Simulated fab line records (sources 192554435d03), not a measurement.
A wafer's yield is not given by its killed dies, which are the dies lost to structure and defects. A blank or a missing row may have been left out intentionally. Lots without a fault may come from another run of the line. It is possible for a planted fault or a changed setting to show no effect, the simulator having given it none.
fab line records	flow n5-finfet
record: lots: 7	wafers: 21
route steps=1938 shown BEOL_M5@1141 BEOL_M6@1239 BEOL_M7@1299
start-h: hours from the record's opening day to when the first of the lot's shown wafers began	wait-h: hours from the lot's prior step to this one	" unchanged from the row above	L1.1+2: a single row standing in for several wafers	- either no value or no given start	* or withheld: withheld	< > ~ a bound
route shown NAME@n: a module of which the file shows steps, and the number in the route of the first	usual: mean/standard deviation taken from wafers without a fault	same: alike in all rows	chamber/n: place in a boat	sites: per-site readings	_std_site: their standard deviation	_edge_site: the outer-site mean with the inner-site mean subtracted	radius-mm: how far each site lies from the wafer's centre	mask NAME#n: copy n	behind: the tool/chamber that last shaped the wafer	hold: reason for holding the lot/hours on hold/outcome of the hold	device: the transistor (n, p or np) that didn't switch	end of line: at the end of the route, the tests of the same wafers	for a step that has no rows: nothing shown but its recipe	killed: at the first sort, the dies lost to defects and structure; wafer yield is something else	map: per-die view of a wafer (x killed, . not killed, _ where there is no die)
set.NAME: the setting as run; set.NAME@STEP: as run at that earlier step	model.NAME: the simulator's own value behind a step, which no gauge read
lots with deliberately changed settings; one table per step, one row per wafer
== steps ==
step: N5_BEOL_M5_COAT_74
recipe: resist: underlayer	temp-c: 205	time-s: 60	spin-rpm: 1500	resist-thk-nm: 5
lot.wafer	tool	chamber	start-h	wait-h	set.spin-rpm
L074.2+3+5	litho-track-03	0	-	-	1500
L078.2+4+5	litho-track-03	0	-	-	1500
L082.1+3	litho-track-03	0	-	-	1384
L082.5	"	0	"	"	1500
L088.3+4+6	litho-track-01	0	-	-	1500
L094.1+5+6	litho-track-05	0	-	-	1500
L095.1	litho-track-01	0	-	-	1552
L095.2+4	"	0	"	"	1500
L096.4+6	litho-track-03	0	-	-	1390
L096.5	"	0	"	"	1500
step: N5_BEOL_M5_EXPOSE_25
recipe: mask-id: V4	na: 0.33	source-shape: quasar	sigma-inner: 0.2	sigma-outer: 0.6	polarization: unpolarized	defocus-nm: 10	dose-mj: 52.75
lot.wafer	tool	chamber	start-h	wait-h	mask	set.dose-mj
L074.2+3+5	euv-scanner-01	0	168.23	-	V4#0	52.75
L078.2+4+5	euv-scanner-01	0	185.63	-	V4#0	52.75
L082.1+5	euv-scanner-02	0	218.55	-	V4#0	54.81
L082.3	"	0	"	"	V4#0	52.75
L088.3+4+6	euv-scanner-01	0	254.48	-	V4#0	52.75
L094.1+5	euv-scanner-02	0	287.24	-	V4#0	52.75
L094.6	"	0	"	"	V4#0	50.12
L095.1+2	euv-scanner-01	0	298.44	-	V4#0	52.75
L095.4	"	0	"	"	V4#0	50.84
L096.4+5+6	euv-scanner-02	0	305.49	-	V4#0	52.75
step: N5_BEOL_M5_PEB_26
recipe: peb-temp-c: 100	peb-time-s: 60	resist: CAR-EUV
step: N5_BEOL_M5_DEVELOP_27
recipe: develop-time-s: 30	developer: TMAH	resist: CAR-EUV	rinse-liquid: surfactant-rinse	dry: air-spin	dev-temp-c: 23
step: N5_BEOL_M5_DESCUM_33
recipe: chemistry: O2	time-s: 7	source-power-w: 50	bias-power-w: 20	pressure-mtorr: 20	rf-frequency-hz: 2.712e+07	temp-c: 40	resist: CAR-EUV	o2-flow-sccm: 225
step: N5_BEOL_M5_ETCH_75
recipe: chemistry: N2/H2	target: underlayer	target-depth-a: 65	mask-material: CAR-EUV	time-s: 5.2	ion-energy-ev: 200	pressure-mtorr: 30	source-w: 840	bias-w: 150	n2-flow-sccm: 200	h2-flow-sccm: 200	ends: cleared
lot.wafer	tool	chamber	start-h	wait-h	set.spin-rpm@BEOL_M5_COAT_74	model.etch.depth-nm
L074.2	rie-diel-03	1	168.71	0.0	1500	4.993
L074.3	"	3	"	"	1500	5.005
L074.5	"	3	"	"	1500	5.004
L078.2	rie-diel-03	2	185.92	0.0	1500	4.993
L078.4	"	3	"	"	1500	5.003
L078.5	"	2	"	"	1500	5.002
L082.1	rie-diel-03	0	218.84	0.0	1384	5.231
L082.3	"	1	"	"	1384	5.219
L082.5	"	3	"	"	1500	5.024
L088.3	rie-diel-04	1	254.84	0.0	1500	5
L088.4	"	0	"	"	1500	5.008
L088.6	"	2	"	"	1500	5.017
L094.1	rie-diel-03	3	287.68	0.0	1500	4.98
L094.5	"	3	"	"	1500	4.962
L094.6	"	2	"	"	1500	4.989
L095.1	rie-diel-06	3	299.80	0.0	1552	4.924
L095.2	"	1	"	"	1500	5.002
L095.4	"	0	"	"	1500	5.008
L096.4	rie-diel-06	1	305.77	0.0	1390	5.176
L096.5	"	0	"	"	1500	4.997
L096.6	"	3	"	"	1390	5.182
step: N5_BEOL_M6_TRENCH_ETCH_37
recipe: chemistry: C4F6/O2	target-depth-a: 944.35	target: SiCOH_lowk	time-s: 31.5	ion-energy-ev: 250	pressure-mtorr: 30	source-w: 345	bias-w: 185	Ar_flow_sccm: 300	C4F6_flow_sccm: 10	O2_flow_sccm: 10
lot.wafer	tool	chamber	start-h	wait-h	set.time-s	model.etch.depth-nm	model.BEOL_M6.feature-depth-nm
L074.2	rie-diel-01	2	-	-	31.5	96.5	96.4
L074.3	"	0	"	"	38.01	113	113
L074.5	"	2	"	"	31.5	96.55	96.6
L078.2	rie-diel-02	2	-	-	31.5	94.38	94.4
L078.4	"	1	"	"	31.5	93.3	93.2
L078.5	"	1	"	"	31.5	93.18	93.2
L082.1	rie-diel-01	1	-	-	31.5	91.96	92
L082.3	"	0	"	"	31.5	94.01	94
L082.5	"	1	"	"	31.5	91.89	91.8
L088.3	rie-diel-05	1	-	-	31.5	93.16	93.2
L088.4	"	3	"	"	31.5	94.26	94.2
L088.6	"	1	"	"	31.5	93.55	93.6
L094.1	rie-diel-05	0	-	-	31.5	95.09	95
L094.5	"	2	"	"	34.4	103.2	103.2
L094.6	"	0	"	"	31.5	95.47	95.4
L095.1	rie-diel-02	1	-	-	34.18	99.47	99.4
L095.2	"	2	"	"	31.5	93.52	93.6
L095.4	"	3	"	"	34.18	104.3	104.4
L096.4	rie-diel-01	1	-	-	26.99	78.4	78.4
L096.5	"	3	"	"	31.5	94.95	95
L096.6	"	2	"	"	26.99	85.15	85.2
step: N5_BEOL_M6_ETCH_41
recipe: chemistry: CH3F/O2	target: SiCN	target-depth-a: 297	taper-deg: 2	time-s: 52	ion-energy-ev: 120	mask-material: TiN	pressure-mtorr: 30	source-w: 395	bias-w: 75	Ar_flow_sccm: 150	CH3F_flow_sccm: 30	O2_flow_sccm: 20
step: N5_BEOL_M6_STRIP_80
recipe: chemistry: N2/H2	time-s: 10	power-w: 450	temp-c: 40	pressure-mtorr: 20	rf-frequency-hz: 6e+07	bias-power-w: 7	n2-flow-sccm: 200	h2-flow-sccm: 200
step: N5_BEOL_M6_OCD_MEAS_38
usual: trench-depth-nm: 94.4/2.1
lot.wafer	tool	chamber	start-h	wait-h	set.time-s@BEOL_M6_TRENCH_ETCH_37	trench-depth-nm
L074.2	ocd-02	-	183.80	-	31.5	96.8
L074.3	"	-	"	"	38.01	112.6
L074.5	"	-	"	"	31.5	96.5
L078.2	ocd-01	-	199.39	-	31.5	94.4
L078.4	"	-	"	"	31.5	93.9
L078.5	"	-	"	"	31.5	92.8
L082.1	ocd-01	-	233.99	-	31.5	91.4
L082.3	"	-	"	"	31.5	93.7
L082.5	"	-	"	"	31.5	92.1
L088.3	ocd-01	-	267.92	-	31.5	92.8
L088.4	"	-	"	"	31.5	94.3
L088.6	"	-	"	"	31.5	93.4
L094.1	ocd-02	-	299.15	-	31.5	95.0
L094.5	"	-	"	"	34.4	102.9
L094.6	"	-	"	"	31.5	95.5
L095.1	ocd-02	-	311.45	-	34.18	99.9
L095.2	"	-	"	"	31.5	93.6
L095.4	"	-	"	"	34.18	104.3
L096.4	ocd-02	-	318.05	-	26.99	78.5
L096.5	"	-	"	"	31.5	95.4
L096.6	"	-	"	"	26.99	84.8
step: N5_BEOL_M6_ALD_77
recipe: material: TaN	target-thk-a: 20	temp-c: 275	ald-precursor-family: PDMAT	ald-co-reactant: NH3	pressure-torr: 3	carrier-flow-sccm: 1500	pulse-time-s: 2	purge-time-s: 3	co-reactant-purge-time-s: 2	co-reactant-pulse-time-s: 3	ald-cycles: 40	precursor-vessel-temp-c: 75	precursor-vessel-pressure-torr: 26.25	precursor-vessel-carrier-sccm: 1000
lot.wafer	tool	chamber	start-h	wait-h	set.co-reactant-pulse-time-s
L074.2	ald-metal-04	1	184.69	0.0	3
L074.3+5	"	0,3	"	"	3.632
L078.2+4+5	ald-metal-03	2,0,3	200.01	0.0	3
L082.1+3	ald-metal-03	0,3	234.77	0.1	3
L082.5	"	3	"	"	3.611
L088.3+4	ald-metal-02	2,1	268.72	0.0	3
L088.6	"	1	"	"	2.451
L094.1+5	ald-metal-04	2,0	300.27	0.0	3.557
L094.6	"	3	"	"	3
L095.1+2+4	ald-metal-03	2,1,3	312.46	0.0	3
L096.4	ald-metal-04	3	321.22	0.3	3
L096.5+6	"	0,1	"	"	2.429
step: N5_BEOL_M6_SURFACE_TREAT_79
recipe: gas: Ar	time-s: *	ion-energy-ev: *	ion-current-ma-cm2: 0.5	pressure-mtorr: *	ar-flow-sccm: 30
step: N5_BEOL_M6_CVD_78
recipe: material: Co	target-thk-a: 20	temp-c: withheld	precursor: CCTBA/H2	pressure-torr: 30	time-s: 142.3
step: N5_BEOL_M6_ECD_50
recipe: material: Cu	target-thk-a: 3000
step: N5_BEOL_M6_ANNEAL_51
recipe: temp-c: 225	time-s: 90	ambient: N2
step: N5_BEOL_M6_CMP_52
recipe: stop-on: SiCOH_lowk	t-overpolish-s: 6.9	down-force-psi: 1	platen-rpm: 50	clearing-platen-down-force-psi: 1.5	clearing-platen-rpm: 50	post-cmp-clean: cu-alkaline	target-thk-nm: 80	clearing-platen-pad-velocity-m-s: 0.99484	pad-velocity-m-s: 0.99484
lot.wafer	tool	chamber	start-h	wait-h	set.time-s@BEOL_M6_TRENCH_ETCH_37	model.Cu_of_BEOL_M6_ECD_50.thk-nm
L074.2	cmp-04	3	186.34	0.3	31.5	82.8
L074.3	"	0	"	"	38.01	99.4
L074.5	"	3	"	"	31.5	82.2
L078.4	cmp-01	1	201.34	0.3	31.5	79.2
L078.2	"	2	"	"	31.5	79.8
L078.5	"	2	"	"	31.5	78.2
L082.3	cmp-01	0	236.64	0.2	31.5	81.6
L082.1	"	1	"	"	31.5	78.6
L082.5	"	3	"	"	31.5	77
L088.3	cmp-01	0	270.14	0.2	31.5	80.4
L088.4	"	2	"	"	31.5	80
L088.6	"	0	"	"	31.5	81.8
L094.1	cmp-04	3	301.81	0.3	31.5	79
L094.6	"	2	"	"	31.5	80.4
L094.5	"	3	"	"	34.4	87
L095.4	cmp-04	1	313.64	0.1	34.18	89.4
L095.1	"	2	"	"	34.18	86.2
L095.2	"	0	"	"	31.5	79
L096.4	cmp-01	3	322.42	0.2	26.99	63.6
L096.5	"	2	"	"	31.5	80
L096.6	"	3	"	"	26.99	69.2
step: N5_BEOL_M6_THK_MEAS_53
recipe: thk-meas-gauge: xrf	reads: Cu_of_BEOL_M6_ECD_50
usual: M6_THK: 79.7/2.5
lot.wafer	tool	chamber	start-h	wait-h	set.time-s@BEOL_M6_TRENCH_ETCH_37	M6_THK[nm]
L074.2	film-metro-02	-	186.64	-	31.5	82.1
L074.3	"	-	"	"	38.01	98.3
L074.5	"	-	"	"	31.5	81.4
L078.2	film-metro-02	-	201.63	-	31.5	79.7
L078.4	"	-	"	"	31.5	79.0
L078.5	"	-	"	"	31.5	78.1
L082.1	film-metro-02	-	236.90	-	31.5	78.4
L082.3	"	-	"	"	31.5	81.4
L082.5	"	-	"	"	31.5	76.7
L088.3	film-metro-02	-	270.44	-	31.5	80.0
L088.4	"	-	"	"	31.5	79.6
L088.6	"	-	"	"	31.5	81.5
L094.1	film-metro-01	-	302.06	-	31.5	78.1
L094.5	"	-	"	"	34.4	85.8
L094.6	"	-	"	"	31.5	79.6
L095.1	film-metro-02	-	313.94	-	34.18	85.4
L095.2	"	-	"	"	31.5	78.9
L095.4	"	-	"	"	34.18	89.3
L096.4	film-metro-02	-	322.68	-	26.99	63.7
L096.5	"	-	"	"	31.5	80.2
L096.6	"	-	"	"	26.99	68.9
step: N5_BEOL_M6_PRE_CLEAN_55
recipe: gas: NH3	time-s: 15	temp-c: withheld	rf-power-w: 300
step: N5_BEOL_M6_DEP_56
recipe: material: SiCN	target-thk-a: 100	temp-c: withheld	precursor: 3MS/NH3	pressure-torr: 3	rf-w: 202	time-s: 17.5
step: N5_BEOL_M6_RS_MEAS_57
recipe: thk-meas-gauge: four-point-probe	reads: Cu_of_BEOL_M6_ECD_50+Co_of_BEOL_M6_CVD_78+TaN_of_BEOL_M6_ALD_77
usual: M6_RS: 0.285/0.01
lot.wafer	tool	chamber	start-h	wait-h	set.time-s@BEOL_M6_TRENCH_ETCH_37	M6_RS[ohm/sq]
L074.2	film-metro-02	-	186.78	0.1	31.5	0.275
L074.3	"	-	"	"	38.01	0.222
L074.5	"	-	"	"	31.5	0.277
L078.2	film-metro-02	-	201.76	0.1	31.5	0.286
L078.4	"	-	"	"	31.5	0.289
L078.5	"	-	"	"	31.5	0.294
L082.1	film-metro-02	-	237.03	0.1	31.5	0.292
L082.3	"	-	"	"	31.5	0.279
L082.5	"	-	"	"	31.5	0.299
L088.3	film-metro-02	-	270.60	0.1	31.5	0.285
L088.4	"	-	"	"	31.5	0.286
L088.6	"	-	"	"	31.5	0.278
L094.1	film-metro-02	-	302.20	0.1	31.5	0.290
L094.5	"	-	"	"	34.4	0.259
L094.6	"	-	"	"	31.5	0.284
L095.1	film-metro-02	-	314.07	0.1	34.18	0.262
L095.2	"	-	"	"	31.5	0.290
L095.4	"	-	"	"	34.18	0.251
L096.4	film-metro-02	-	322.81	0.0	26.99	0.376
L096.5	"	-	"	"	31.5	0.286
L096.6	"	-	"	"	26.99	0.340
step: N5_BEOL_M7_DESCUM_33
recipe: chemistry: O2	time-s: 7	source-power-w: 50	bias-power-w: 20	pressure-mtorr: 20	rf-frequency-hz: 2.712e+07	temp-c: 40	resist: CAR-EUV	o2-flow-sccm: 225
lot.wafer	tool	chamber	start-h	wait-h	set.time-s	model.CAR-EUV_of_BEOL_M7_COAT_22.thk-nm
L074.2	rie-diel-06	3	194.91	0.0	7	26.2
L074.3	"	2	"	"	7	25.8
L074.5	"	0	"	"	5.941	26.6
L078.2+4+5	rie-diel-06	2,0,2	204.89	0.1	7	26
L082.1+3	rie-diel-03	2,0	243.08	0.1	7	26
L082.5	"	0	"	"	7.431	25.8
L088.3	rie-diel-06	3	274.18	0.4	7	26
L088.4+6	"	0,3	"	"	7.695	25.6
L094.1	rie-diel-03	2	310.92	0.0	5.486	26.8
L094.5	"	0	"	"	7	25.8
L094.6	"	3	"	"	7	26
L095.1+4	rie-diel-03	3,2	321.77	0.0	7.514	25.8
L095.2	"	2	"	"	7	26.2
L096.4+6	rie-diel-06	2,0	327.03	0.0	7	25.8
L096.5	"	3	"	"	7.803	25.6
step: N5_BEOL_M7_TRENCH_ETCH_37
recipe: chemistry: C4F6/O2	target-depth-a: 934.78	target: SiCOH_lowk	time-s: 31.2	ion-energy-ev: 250	pressure-mtorr: 30	source-w: 345	bias-w: 185	Ar_flow_sccm: 300	C4F6_flow_sccm: 10	O2_flow_sccm: 10
lot.wafer	tool	chamber	start-h	wait-h	set.time-s	model.etch.depth-nm	model.BEOL_M7.feature-depth-nm
L074.2	rie-diel-06	3	-	-	31.2	91.26	91.2
L074.3	"	2	"	"	34.4	104.4	104.4
L074.5	"	0	"	"	34.4	103.9	103.8
L078.2+4	rie-diel-06	2,0	-	-	31.2	93.82	93.8
L078.5	"	2	"	"	31.2	93.03	93
L082.1	rie-diel-03	2	-	-	31.2	96.49	96.4
L082.3	"	0	"	"	31.2	95.84	95.8
L082.5	"	0	"	"	31.2	94.93	95
L088.3	rie-diel-06	3	-	-	31.2	95.57	95.6
L088.4	"	0	"	"	31.2	94.63	94.6
L088.6	"	3	"	"	31.2	96.08	96
L094.1	rie-diel-03	2	-	-	31.2	97.02	97
L094.5	"	0	"	"	31.2	96.69	96.6
L094.6	"	3	"	"	31.2	93.23	93.2
L095.1	rie-diel-03	3	-	-	34.04	101.4	101.4
L095.2	"	2	"	"	31.2	96.48	96.4
L095.4	"	2	"	"	34.04	104.9	104.8
L096.4	rie-diel-06	2	-	-	28.68	86.34	86.4
L096.5	"	3	"	"	28.68	87.48	87.4
L096.6	"	0	"	"	31.2	93.35	93.4
step: N5_BEOL_M7_ETCH_41
recipe: chemistry: CH3F/O2	target: SiCN	target-depth-a: 319	taper-deg: 2	time-s: 57.8	ion-energy-ev: 120	mask-material: TiN	pressure-mtorr: 30	source-w: 395	bias-w: 75	Ar_flow_sccm: 150	CH3F_flow_sccm: 30	O2_flow_sccm: 20
step: N5_BEOL_M7_STRIP_80
recipe: chemistry: N2/H2	time-s: 10	power-w: 450	temp-c: 40	pressure-mtorr: 20	rf-frequency-hz: 6e+07	bias-power-w: 7	n2-flow-sccm: 200	h2-flow-sccm: 200
step: N5_BEOL_M7_OCD_MEAS_38
usual: trench-depth-nm: 93.6/1.8
lot.wafer	tool	chamber	start-h	wait-h	set.time-s@BEOL_M7_TRENCH_ETCH_37	trench-depth-nm
L074.2	ocd-02	-	195.35	-	31.2	91.9
L074.3	"	-	"	"	34.4	104.4
L074.5	"	-	"	"	34.4	104.3
L078.2	ocd-02	-	205.32	-	31.2	93.7
L078.4	"	-	"	"	31.2	93.8
L078.5	"	-	"	"	31.2	93.1
L082.1	ocd-01	-	243.51	-	31.2	96.4
L082.3	"	-	"	"	31.2	95.9
L082.5	"	-	"	"	31.2	95.2
L088.3	ocd-01	-	274.61	-	31.2	95.2
L088.4	"	-	"	"	31.2	95.3
L088.6	"	-	"	"	31.2	96.0
L094.1	ocd-01	-	311.35	-	31.2	97.1
L094.5	"	-	"	"	31.2	97.0
L094.6	"	-	"	"	31.2	93.4
L095.1	ocd-02	-	322.20	-	34.04	101.3
L095.2	"	-	"	"	31.2	96.3
L095.4	"	-	"	"	34.04	104.1
L096.4	ocd-01	-	327.46	-	28.68	86.6
L096.5	"	-	"	"	28.68	87.3
L096.6	"	-	"	"	31.2	93.4
step: N5_BEOL_M7_HM_STRIP_39
recipe: chemistry: peroxide-tin-strip	material: TiN	target-depth-a: 250	temp-c: 50	time-s: 158
step: N5_BEOL_M7_SRD_40
recipe: time-s: 30	temp-c: 23	rinse-liquid: diw	dry: ipa-marangoni
step: N5_BEOL_M7_ECD_50
recipe: material: Cu	target-thk-a: 3000
step: N5_BEOL_M7_ANNEAL_51
recipe: temp-c: 225	time-s: 90	ambient: N2
step: N5_BEOL_M7_CMP_52
recipe: stop-on: SiCOH_lowk	t-overpolish-s: 6.9	down-force-psi: 1	platen-rpm: 50	clearing-platen-down-force-psi: 1.5	clearing-platen-rpm: 50	post-cmp-clean: cu-alkaline	target-thk-nm: 80	clearing-platen-pad-velocity-m-s: 0.99484	pad-velocity-m-s: 0.99484
lot.wafer	tool	chamber	start-h	wait-h	set.time-s@BEOL_M7_TRENCH_ETCH_37	model.Cu_of_BEOL_M7_ECD_50.thk-nm
L074.2	cmp-01	2	197.57	0.2	31.2	78.4
L074.3	"	3	"	"	34.4	91
L074.5	"	2	"	"	34.4	90
L078.2	cmp-02	2	209.02	0.2	31.2	78.2
L078.4	"	0	"	"	31.2	77.8
L078.5	"	2	"	"	31.2	77.4
L082.1	cmp-01	3	246.42	0.3	31.2	82.2
L082.3	"	0	"	"	31.2	83.4
L082.5	"	1	"	"	31.2	81
L088.3	cmp-03	1	276.83	0.2	31.2	80.8
L088.4	"	2	"	"	31.2	79.8
L088.6	"	1	"	"	31.2	81
L094.1	cmp-02	3	313.64	0.4	31.2	85.6
L094.5	"	0	"	"	31.2	82.4
L094.6	"	1	"	"	31.2	81
L095.4	cmp-01	0	325.83	0.1	34.04	93.4
L095.1	"	1	"	"	34.04	87.4
L095.2	"	3	"	"	31.2	81.8
L096.4	cmp-03	1	329.68	0.2	28.68	71
L096.6	"	0	"	"	31.2	75.4
L096.5	"	1	"	"	28.68	70.4
step: N5_BEOL_M7_THK_MEAS_53
recipe: thk-meas-gauge: xrf	reads: Cu_of_BEOL_M7_ECD_50
usual: M7_THK: 79.1/2.3
lot.wafer	tool	chamber	start-h	wait-h	set.time-s@BEOL_M7_TRENCH_ETCH_37	M7_THK[nm]
L074.2	film-metro-02	-	197.86	-	31.2	78.0
L074.3	"	-	"	"	34.4	90.9
L074.5	"	-	"	"	34.4	89.9
L078.2	film-metro-01	-	209.27	-	31.2	77.3
L078.4	"	-	"	"	31.2	77.0
L078.5	"	-	"	"	31.2	76.6
L082.1	film-metro-01	-	246.64	-	31.2	81.3
L082.3	"	-	"	"	31.2	82.5
L082.5	"	-	"	"	31.2	80.4
L088.3	film-metro-02	-	277.09	-	31.2	81.1
L088.4	"	-	"	"	31.2	79.9
L088.6	"	-	"	"	31.2	81.3
L094.1	film-metro-01	-	313.82	-	31.2	84.0
L094.5	"	-	"	"	31.2	81.1
L094.6	"	-	"	"	31.2	79.7
L095.1	film-metro-02	-	326.13	-	34.04	87.7
L095.2	"	-	"	"	31.2	82.4
L095.4	"	-	"	"	34.04	94.1
L096.4	film-metro-01	-	329.94	-	28.68	70.1
L096.5	"	-	"	"	28.68	69.5
L096.6	"	-	"	"	31.2	74.5
step: N5_BEOL_M7_PRE_CLEAN_55
recipe: gas: NH3	time-s: 15	temp-c: withheld	rf-power-w: 300
step: N5_BEOL_M7_DEP_56
recipe: material: SiCN	target-thk-a: 100	temp-c: withheld	precursor: 3MS/NH3	pressure-torr: 3	rf-w: 202	time-s: 17.5
step: N5_BEOL_M7_RS_MEAS_57
recipe: thk-meas-gauge: four-point-probe	reads: Cu_of_BEOL_M7_ECD_50+Co_of_BEOL_M7_CVD_78+TaN_of_BEOL_M7_ALD_77
usual: M7_RS: 0.287/0.0096
lot.wafer	tool	chamber	start-h	wait-h	set.time-s@BEOL_M7_TRENCH_ETCH_37	M7_RS[ohm/sq]
L074.2	film-metro-01	-	197.99	0.1	31.2	0.293
L074.3	"	-	"	"	34.4	0.246
L074.5	"	-	"	"	34.4	0.249
L078.2	film-metro-01	-	209.40	0.1	31.2	0.294
L078.4	"	-	"	"	31.2	0.295
L078.5	"	-	"	"	31.2	0.298
L082.1	film-metro-01	-	246.78	0.1	31.2	0.277
L082.3	"	-	"	"	31.2	0.272
L082.5	"	-	"	"	31.2	0.281
L088.3	film-metro-01	-	277.22	0.1	31.2	0.282
L088.4	"	-	"	"	31.2	0.286
L088.6	"	-	"	"	31.2	0.281
L094.1	film-metro-01	-	313.95	0.1	31.2	0.264
L094.5	"	-	"	"	31.2	0.276
L094.6	"	-	"	"	31.2	0.282
L095.1	film-metro-01	-	326.26	0.1	34.04	0.257
L095.2	"	-	"	"	31.2	0.278
L095.4	"	-	"	"	34.04	0.238
L096.4	film-metro-02	-	330.07	0.0	28.68	0.329
L096.5	"	-	"	"	28.68	0.333
L096.6	"	-	"	"	31.2	0.306
== key ==
split: step: N5_BEOL_M5_COAT_74	setting: spin-rpm	stated: 1500	by: wafer
response: step: N5_BEOL_M5_ETCH_75	reading: model.etch.depth-nm	change: -0.0252	per: 1%	r: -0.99
split: step: N5_BEOL_M5_EXPOSE_25	setting: dose-mj	stated: 52.75	by: wafer
response none clear
split: step: N5_BEOL_M6_TRENCH_ETCH_37	setting: time-s	stated: 31.5	by: wafer
response: step: N5_BEOL_M6_TRENCH_ETCH_37	reading: model.etch.depth-nm	change: +0.853	per: 1%	r: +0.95
response: step: N5_BEOL_M6_TRENCH_ETCH_37	reading: model.BEOL_M6.feature-depth-nm	change: +0.854	per: 1%	r: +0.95
response: step: N5_BEOL_M6_OCD_MEAS_38	reading: trench-depth-nm	change: +0.847	per: 1%	r: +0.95
response: step: N5_BEOL_M6_CMP_52	reading: model.Cu_of_BEOL_M6_ECD_50.thk-nm	change: +0.869	per: 1%	r: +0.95
response: step: N5_BEOL_M6_THK_MEAS_53	reading: M6_THK	change: +0.857	per: 1%	r: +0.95
response: step: N5_BEOL_M6_RS_MEAS_57	reading: M6_RS	change: -0.00341	per: 1%	r: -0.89
split: step: N5_BEOL_M6_ALD_77	setting: co-reactant-pulse-time-s	stated: 3	by: wafer
response none clear
split: step: N5_BEOL_M7_DESCUM_33	setting: time-s	stated: 7	by: wafer
response: step: N5_BEOL_M7_DESCUM_33	reading: model.CAR-EUV_of_BEOL_M7_COAT_22.thk-nm	change: -0.0383	per: 1%	r: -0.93
split: step: N5_BEOL_M7_TRENCH_ETCH_37	setting: time-s	stated: 31.2	by: wafer
response: step: N5_BEOL_M7_TRENCH_ETCH_37	reading: model.etch.depth-nm	change: +0.966	per: 1%	r: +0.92
response: step: N5_BEOL_M7_TRENCH_ETCH_37	reading: model.BEOL_M7.feature-depth-nm	change: +0.97	per: 1%	r: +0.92
response: step: N5_BEOL_M7_OCD_MEAS_38	reading: trench-depth-nm	change: +0.941	per: 1%	r: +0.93
response: step: N5_BEOL_M7_CMP_52	reading: model.Cu_of_BEOL_M7_ECD_50.thk-nm	change: +0.949	per: 1%	r: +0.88
response: step: N5_BEOL_M7_THK_MEAS_53	reading: M7_THK	change: +0.958	per: 1%	r: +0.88
response: step: N5_BEOL_M7_RS_MEAS_57	reading: M7_RS	change: -0.00373	per: 1%	r: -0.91
